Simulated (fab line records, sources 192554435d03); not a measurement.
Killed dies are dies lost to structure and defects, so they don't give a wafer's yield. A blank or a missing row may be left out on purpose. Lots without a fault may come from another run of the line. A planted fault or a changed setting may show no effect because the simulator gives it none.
fab line records | flow n5_finfet
record lots=3 wafers=9 last_day=15
route steps=1938 shown BEOL_M4@1021 PASSIVATION@1936
lots that met no fault: from a run of the same line without faults
start_h: hours from the record's first day to the start of the lot's first wafer shown | wait_h: hours since the lot's step before | " the same as in the row above | L1.1+2: a row that stands for several wafers | - no value, or no start given | * or withheld: withheld | < > ~ a bound
route shown NAME@n: a module of which the file shows steps, and the number in the route of the first | usual: mean/standard deviation of fault-free wafers | same: alike in all rows | chamber/n: place in a boat | sites: the reading at each site | _std_site: their standard deviation | _edge_site: outer sites' mean less inner sites' | radius_mm: how far each site lies from the wafer's centre | mask NAME#n: copy n | behind: the tool/chamber that last shaped the wafer | hold: why the lot was held/for how many hours/how that ended | device: the transistor (n, p or np) that didn't switch | end of line: the same wafers' tests at the end of the route | a step without rows: its recipe alone | killed: dies lost to structure and defects at the first sort, not the wafer's yield | map: a wafer's dies, x killed, . not, _ none there
set.NAME: the setting as run; set.NAME@STEP: as run at that earlier step | model.NAME: the simulator's own value behind a step, which no gauge read
lots at some steps of the route; a table a step, a row a wafer
services: from which hour (start_h, from the record's first day; less than 0 if before it) a tool's chamber was out of use, for how many hours, and why
## steps
# step N5_BEOL_M4_ILD_DEP_00
# recipe material=SiOC target_thk_a=790 temp_c=350 precursor=DEMS/O2 pressure_torr=5 rf_w=500 time_s=15.3
# step N5_BEOL_M4_PECVD_72
# recipe material=SiO2 target_thk_a=160 temp_c=400 precursor=TEOS/O2 pressure_torr=5.5 rf_w=450 teos_flow_sccm=53.8 gas=O2 flow_sccm=3000 time_s=18
# step N5_BEOL_M4_HM_DEP_02
# recipe material=TiN target_thk_a=200 temp_c=25 chamber_pressure_pa=0.49996
# step N5_BEOL_M4_COAT_61
# recipe resist=SOC temp_c=250 time_s=60 spin_rpm=1500 resist_thk_nm=60
# step N5_BEOL_M4_COAT_62
# recipe resist=SiARC temp_c=220 time_s=60 spin_rpm=1500 resist_thk_nm=12
# step N5_BEOL_M4_COAT_73
# recipe resist=underlayer temp_c=205 time_s=60 spin_rpm=1500 resist_thk_nm=5
# step N5_BEOL_M4_COAT_05
# recipe resist=CAR-EUV spin_rpm=1500 resist_thk_nm=30
# step N5_BEOL_M4_EBR_07
# recipe solvent=PGMEA ebr_width_mm=1.5
# step N5_BEOL_M4_SOFTBAKE_06
# recipe temp_c=110 time_s=60 resist=CAR-EUV
# step N5_BEOL_M4_EXPOSE_08
# recipe mask_id=M4 na=0.33 source_shape=dipole sigma_inner=0.369 sigma_outer=0.767 polarization=unpolarized dose_mj=41.25
# same dipole_opening_deg=79.7
# columns lot.wafer tool chamber start_h wait_h mask
L459.2+3+6 euv_scanner-01 0 153.75 - M4#0
L468.4+5+6 euv_scanner-01 0 209.04 - M4#0
L472.2+4+5 euv_scanner-01 0 233.81 - M4#0
# step N5_BEOL_M4_PEB_09
# recipe peb_temp_c=100 peb_time_s=60 resist=CAR-EUV
# step N5_BEOL_M4_DEVELOP_10
# recipe develop_time_s=30 developer=TMAH resist=CAR-EUV rinse_liquid=surfactant_rinse dry=air_spin dev_temp_c=23
# step N5_BEOL_M4_DESCUM_16
# recipe chemistry=O2 time_s=7 source_power_w=50 bias_power_w=20 pressure_mtorr=20 rf_frequency_hz=2.712e+07 temp_c=40 resist=CAR-EUV o2_flow_sccm=225
# step N5_BEOL_M4_ETCH_74
# recipe chemistry=N2/H2 target=underlayer target_depth_a=65 mask_material=CAR-EUV time_s=5.2 ion_energy_ev=200 pressure_mtorr=30 source_w=840 bias_w=150 n2_flow_sccm=200 h2_flow_sccm=200 ends=cleared
# step N5_BEOL_M4_ETCH_63
# recipe chemistry=CF4 target=SiARC target_depth_a=156 mask_material=CAR-EUV time_s=26 ion_energy_ev=80 pressure_mtorr=40 source_w=545 bias_w=36 Ar_flow_sccm=100 cf4_flow_sccm=100 ends=cleared
# step N5_BEOL_M4_ETCH_64
# recipe chemistry=N2/H2 target=SOC target_depth_a=750 overetch_a=225 mask_material=SiARC temp_c=40 time_s=121.9 ion_energy_ev=200 pressure_mtorr=30 source_w=840 bias_w=150 n2_flow_sccm=200 h2_flow_sccm=200
# step N5_BEOL_M4_STRIP_65
# recipe chemistry=N2/H2 temp_c=40 n2_flow_sccm=200 h2_flow_sccm=200 rf_frequency_hz=6e+07
# step N5_BEOL_M4_STRIP_75
# recipe chemistry=N2/H2 temp_c=40 n2_flow_sccm=200 h2_flow_sccm=200 rf_frequency_hz=6e+07
# step N5_BEOL_M4_STRIP_66
# recipe chemistry=CF4 resist=SiARC power_w=300 bias_power_w=75 pressure_mtorr=50 cf4_flow_sccm=150 rf_frequency_hz=6e+07
# step N5_BEOL_M4_HM_OPEN_17
# recipe chemistry=Cl2/BCl3 target_depth_a=200 overetch_a=60 target=TiN mask_material=SOC ion_energy_ev=150 pressure_mtorr=10 icp_w=1000 bias_w=126 Cl2_flow_sccm=53.25 bcl3_flow_sccm=21.75 Ar_flow_sccm=25
# step N5_BEOL_M4_STRIP_19
# recipe chemistry=O2 power_w=400 temp_c=40 pressure_mtorr=30 rf_frequency_hz=6e+07 bias_power_w=0 overash_fraction=0.2 o2_flow_sccm=225
# step N5_BEOL_M4_COAT_67
# recipe resist=SOC temp_c=250 time_s=60 spin_rpm=1500 resist_thk_nm=60
# step N5_BEOL_M4_COAT_68
# recipe resist=SiARC temp_c=220 time_s=60 spin_rpm=1500 resist_thk_nm=12
# step N5_BEOL_M4_COAT_76
# recipe resist=underlayer temp_c=205 time_s=60 spin_rpm=1500 resist_thk_nm=5
# step N5_BEOL_M4_COAT_22
# recipe resist=CAR-EUV spin_rpm=1500 resist_thk_nm=30
# step N5_BEOL_M4_EBR_24
# recipe solvent=PGMEA ebr_width_mm=1.5
# step N5_BEOL_M4_SOFTBAKE_23
# recipe temp_c=110 time_s=60 resist=CAR-EUV
# step N5_BEOL_M4_EXPOSE_25
# recipe mask_id=V3 na=0.33 source_shape=quasar sigma_inner=0.2 sigma_outer=0.8 polarization=unpolarized defocus_nm=5 dose_mj=63
# step N5_BEOL_M4_PEB_26
# recipe peb_temp_c=100 peb_time_s=60 resist=CAR-EUV
# step N5_BEOL_M4_DEVELOP_27
# recipe develop_time_s=30 developer=TMAH resist=CAR-EUV rinse_liquid=surfactant_rinse dry=air_spin dev_temp_c=23
# step N5_BEOL_M4_DESCUM_33
# recipe chemistry=O2 time_s=7 source_power_w=50 bias_power_w=20 pressure_mtorr=20 rf_frequency_hz=2.712e+07 temp_c=40 resist=CAR-EUV o2_flow_sccm=225
# step N5_BEOL_M4_ETCH_77
# recipe chemistry=N2/H2 target=underlayer target_depth_a=65 mask_material=CAR-EUV time_s=5.2 ion_energy_ev=200 pressure_mtorr=30 source_w=840 bias_w=150 n2_flow_sccm=200 h2_flow_sccm=200 ends=cleared
# step N5_BEOL_M4_RC_MEAS_101
# usual DIBL_N=35.7/1.3 DIBL_P=35.4/1.8 IOFF_N=0.152/0.027 IOFF_P=0.20/0.034 ION_N=672/9.8 ION_P=461/7.5 SS_N=71.4/0.55 SS_P=73.1/0.61 VT_N=251/3.3 VT_P=-251/3.6
# columns lot.wafer tool chamber start_h wait_h DIBL_N[mV/V] DIBL_P[mV/V] IOFF_N[nA/um] IOFF_P[nA/um] ION_N[uA/um] ION_P[uA/um] SS_N[mV/dec] SS_P[mV/dec] VT_N[mV] VT_P[mV]
L459.2 prober-02 0 162.89 0.2 34.8 37.0 0.161 0.23 683 471 71.2 73.2 247 -247
L459.3 " 0 " " 36.3 38.8 0.196 0.26 688 473 71.1 73.5 245 -245
L459.6 " 0 " " 35.8 38.0 0.179 0.25 684 472 71.4 73.3 246 -246
L468.4 prober-02 0 219.71 0.8 34.9 33.3 0.118 0.18 669 458 70.9 72.5 255 -251
L468.5 " 0 " " 36.4 35.8 0.147 0.21 677 464 71.2 73.4 253 -249
L468.6 " 0 " " 36.7 35.9 0.145 0.21 673 462 71.8 72.8 249 -249
L472.5 prober-02 0 241.95 0.8 34.6 33.9 0.126 0.17 658 454 71.0 72.2 255 -256
# step N5_PASSIVATION_PROBE_49
# usual defect_limited_yield=91.5/1.3 killed_at_M0_to_M3=33/11 killed_at_M4_up=14/5.3 killed_at_contacts=11/6.3 killed_at_front_end=38/10 killed_at_other=3.7/2.8 killed_dies=101/16 killed_on_rim=13/3.4 killed_open=67/12 killed_short=32/7.4 sort_bin_5_function=5.0/0.86 sort_bin_6_memory=3.2/0.69 sort_n_pass=1079/16 sort_yield_pct=91.5/1.3
# same gross_dies=1180 killed_at_back_side=0 sort_bin_4_leakage[%]=0 sort_bin_8_speed[%]=0
# columns lot.wafer tool chamber start_h wait_h defect_limited_yield[%] killed_at_M0_to_M3 killed_at_M4_up killed_at_contacts killed_at_front_end killed_at_other killed_dies killed_on_rim killed_open killed_short sort_bin_5_function[%] sort_bin_6_memory[%] sort_n_pass sort_yield_pct[%]
L459.2 prober-01 - 273.77 0.1 91.4 28 18 12 40 3 101 9 71 30 5.8 2.6 1079 91.4
L459.3 prober-01 - 273.82 0.1 89.4 44 21 13 43 4 125 19 83 42 6.0 4.6 1055 89.4
L459.6 prober-01 - 273.97 0.3 90.4 41 12 13 42 5 113 16 72 41 5.8 3.4 1067 90.4
L468.4 prober-02 - 312.28 0.2 89.2 47 10 15 47 8 127 21 87 38 5.9 4.2 1053 89.2
L468.5 prober-02 - 312.33 0.2 91.4 40 12 7 36 7 102 13 67 32 5.5 2.5 1078 91.4
L468.6 prober-02 - 312.38 0.3 89.5 40 10 17 47 10 124 18 82 40 5.4 4.7 1056 89.5
L472.2 prober-02 - 350.50 0.1 6.3 30 1016 5 50 5 1106 144 67 35 65.4 17.3 74 6.3
L472.4 prober-02 - 350.60 0.2 11.3 32 973 9 32 1 1047 138 51 40 61.4 17.7 133 11.3
L472.5 prober-02 - 350.65 0.2 90.8 37 38 5 28 0 108 14 47 35 5.2 3.5 1072 90.8
# killed by level:class
L459.2 FIN_SAQP:geometric_particle:open=15 FIN_SAQP:geometric_particle:short=11 MOL_CONTACT_COAG:geometric_particle:open=11 BEOL_M2:geometric_particle:open=8 BEOL_M4:geometric_particle:open=7 BEOL_M0_SAQP:geometric_particle:short=5 DUMMY_GATE:geometric_particle:open=4 BEOL_M0_SAQP:geometric_particle:open=4
L459.3 FIN_SAQP:geometric_particle:short=12 MOL_CONTACT_COAG:geometric_particle:open=12 BEOL_M0_SAQP:geometric_particle:open=11 BEOL_M1:geometric_particle:open=11 BEOL_M4:geometric_particle:open=11 FIN_SAQP:geometric_particle:open=9 BEOL_M0_SAQP:geometric_particle:short=9 STI_FIN_REVEAL:geometric_particle:open=4
L459.6 FIN_SAQP:geometric_particle:open=13 BEOL_M0_SAQP:geometric_particle:short=13 MOL_CONTACT_COAG:geometric_particle:open=9 BEOL_M2:geometric_particle:open=8 BEOL_M0_SAQP:geometric_particle:open=7 FIN_SAQP:geometric_particle:short=6 DUMMY_GATE:geometric_particle:open=6 BEOL_M1:geometric_particle:open=6
L468.4 STI_FIN_REVEAL:geometric_particle:open=18 BEOL_M0_SAQP:geometric_particle:open=14 MOL_CONTACT_COAG:geometric_particle:open=12 BEOL_M0_SAQP:geometric_particle:short=12 BEOL_M3:geometric_particle:open=11 FIN_SAQP:geometric_particle:open=9 MIM_TOP_ETCH:geometric_particle:open=6 STARTING-WAFER:geometric_particle:open=5
L468.5 BEOL_M3:geometric_particle:open=13 BEOL_M2:geometric_particle:open=8 FIN_SAQP:geometric_particle:open=7 BEOL_M0_SAQP:geometric_particle:short=7 BEOL_M1:geometric_particle:open=7 DUMMY_GATE:geometric_particle:open=6 STI_FIN_REVEAL:geometric_particle:open=6 FIN_SAQP:geometric_particle:short=5
L468.6 FIN_SAQP:geometric_particle:open=14 MOL_CONTACT_COAG:geometric_particle:open=14 BEOL_M3:geometric_particle:open=14 FIN_SAQP:geometric_particle:short=9 BEOL_M4:geometric_particle:open=7 BEOL_M1:geometric_particle:open=6 BEOL_M2:geometric_particle:open=6 STI_FIN_REVEAL:geometric_particle:open=5
L472.2 BEOL_M4:area_expose=1004 FIN_SAQP:geometric_particle:open=11 DUMMY_GATE:geometric_particle:open=10 BEOL_M1:geometric_particle:open=10 FIN_SAQP:geometric_particle:short=8 BEOL_M0_SAQP:geometric_particle:open=8 BEOL_M4:geometric_particle:open=7 STI_FIN_REVEAL:geometric_particle:open=6
L472.4 BEOL_M4:area_expose=956 FIN_SAQP:geometric_particle:short=15 BEOL_M0_SAQP:geometric_particle:short=10 BEOL_M0_SAQP:geometric_particle:open=9 FIN_SAQP:geometric_particle:open=7 MOL_CONTACT_COAG:geometric_particle:open=7 BEOL_M4:geometric_particle:open=6 BEOL_M3:geometric_particle:open=4
L472.5 BEOL_M4:area_expose=25 BEOL_M0_SAQP:geometric_particle:short=10 BEOL_M1:geometric_particle:open=9 DUMMY_GATE:geometric_particle:open=6 BEOL_M3:geometric_particle:short=5 BEOL_M3:geometric_particle:open=5 FIN_SAQP:geometric_particle:open=4 FIN_SAQP:geometric_particle:short=4
# map L472.2 (x killed, . not)
_________________xxxxxxxxxxxx________________
______________xxxxxx.xxxxxxxx.xx_____________
___________xxxxxxxx.xxxxxxxxxxxxxxx__________
__________xxxxxxxxxxxxxxxxxxxxxxxxxx_________
________xxxxxxxx.xxxxxxxxxxxxxxxxxxxx._______
_______xxxxxxxxxxxxxxx.xxxxxxxxxxxxxxxx______
______xxxxxxxxxxxxxxxxxxxxx.xxxxx.xxxxx._____
_____xxxxxxx.xx.xxxxxxxxx.x.x.xxxxxxxx.xx____
____xxxxxxx.xxxxxxxxxxxxxxxxx.xxxxxxxxxx.x___
___xxxx.xxxxxxxxxxxx.xx.xxxx.xxxxxxxxxxxxxx__
___xxxx.xxxxxxxxxxxxxxxxxx.xxxxxxxxxxxxxxxx__
__xxxxxxxxxxxxxxxxxxxxxxxxxx.x.xxxxxxxx.xxxx_
__xxxxxxxxxxxxxxxxxxx.xxxxxxxxxxxxxxxx.xx..x_
_xxxxxxxx.xxxxxxxxxxxxxxxxxxxxxxxxxxxxxxxxxxx
_xxxxxxxxxxxxxxxxxxxxxxxxxxxxxxxxxx.xxxxxxxxx
_xxxxxxxx.xxxxxxxxxx.xxxxxxxxxxxxxxxxxxxxxxxx
_xxxxxxxxxxxx.xxxxxxxxxxxxx.xxxxxxxxxxxxxxxxx
_xxxxxxxxxxxxxxxxxxxx.xxxxxxxxxxxxxxxxxxx.xxx
_xxxxxxxxx.xxx.xxxxxxxxxxxxxxxxxxxxxxxxxxxxxx
_xxxxxxxxxxxxxxxx.xxxxxxxxx.xxx.xxxxxxxx.xxxx
_xxxx.xxxxxxxxx.xxx.xxxxxxxx.xxxxxxxxxxxxxxxx
__xxxxxxx..xxxxxxxxxxxxxxxxxxxxxxxxxxxxxxxxx_
__xxxxxxxxxxxxxxxxx.xxxxxxxxxxxxxxxxxxxxxxxx_
___xxxxxxxxxxxxxxxxxxxxxxxxx..xxxx.xxxx.x.x__
___xxxxxxxxxxxxxxxxxxxxxxxxxxxxxxxxxxxxx.xx__
____xxxxxxxxxxxxxxxxxxxx.xxxxx.xxxx.xxxx.x___
_____xxxxxxxxx.xxxxx.xxx.xxxxxxxxxxxxxxxx____
______xxxxxxxxxxxxx.xxxxxxxxxxxxxxxxx.xx_____
_______xx.xxxxxxxxxxxxxx.xxxxxxxxxxxxxx______
________x.xxxxxxxxxxxxxxxx.xxxxxxxxxxx_______
__________xxxxxxxxxxxxxxx.xxxxxxxxxx_________
___________xxxxxxxxxxxxxxxxxxxxxxxx__________
______________xxxxxxxxxxxxxxxxxx_____________
_________________x.xxxxxxxx.x________________
# map L468.4 (x killed, . not)
_________________x...........________________
______________..x............x.x_____________
___________.x.......xx....x..x.....__________
__________.................x........_________
________................x...x......x.._______
_______xx........x......x...x.........x______
______.....x......x....................x_____
_____...x..x...x..................x......____
____.......x...x.......x..................___
___........x.....x..xx.....................__
___........xxxx............x.....x....x....__
__...x..........xx.........................._
__xx....x.....x..................x...x......_
_...........xx........xx...........x.........
_..............................x......x......
_x...x...x...x.....x.x.......................
_...x..........x...................xx........
_..xx..x....x...x............................
_............x..x...............x............
_.........xx...........x...x.................
_...........................x........x.......
__........................x...............x._
__xx.......x..x............................._
___.x....x.......x.x...........x...........__
___........x......x..............x.........__
____x..x.xxxx.....x........x....x.x..x....___
_____..x.....x..x..............x...x.....____
______.................................._____
_______............x...........x.......______
________...xx....x...................x_______
__________....x.......x........x...._________
___________.....xx......x......x...__________
______________..x...........x.x._____________
_________________.....x......________________
## services
# columns tool chamber start_h hours kind
euv_scanner-01 - 142.01 1.0 pm
euv_scanner-01 - 163.87 1.1 repair
euv_scanner-01 0 189.35 - calibration
euv_scanner-01 - 198.16 1.0 pm
## key
first_sign step=N5_PASSIVATION_PROBE_49 reading=killed_at_M4_up direction=up sigmas=99+ usual=14 struck=676
effect step=N5_PASSIVATION_PROBE_49 reading=sort_bin_5_function direction=up sigmas=45 usual=5.0 struck=44.0 wafers_moved=2
more_kills_born_at N5_BEOL_M4_EXPOSE_08@euv_scanner-01=1985
met_at N5_BEOL_M4_EXPOSE_08
struck_wafers L472.2,L472.4,L472.5
later_rows_left_out L472.2,L472.4
loop_trim step=N5_BEOL_M4_EXPOSE_08 setting=dose lots=L472
onset_between 209.04 233.81
also_fits time
fault kind=process_parameter_drift tool=euv_scanner-01 chamber=- onset_h=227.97 steps=N5_BEOL_M4_EXPOSE_08 channel=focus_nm offset=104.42 spread_by_wafer=0.3 shape=step end_h=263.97
# later_rows_left_out: the simulator's readings of these wafers behind a module that went badly wrong aren't trusted and aren't shown, but for the sort
# loop_trim: a control loop set the setting to another value than it would have without faults
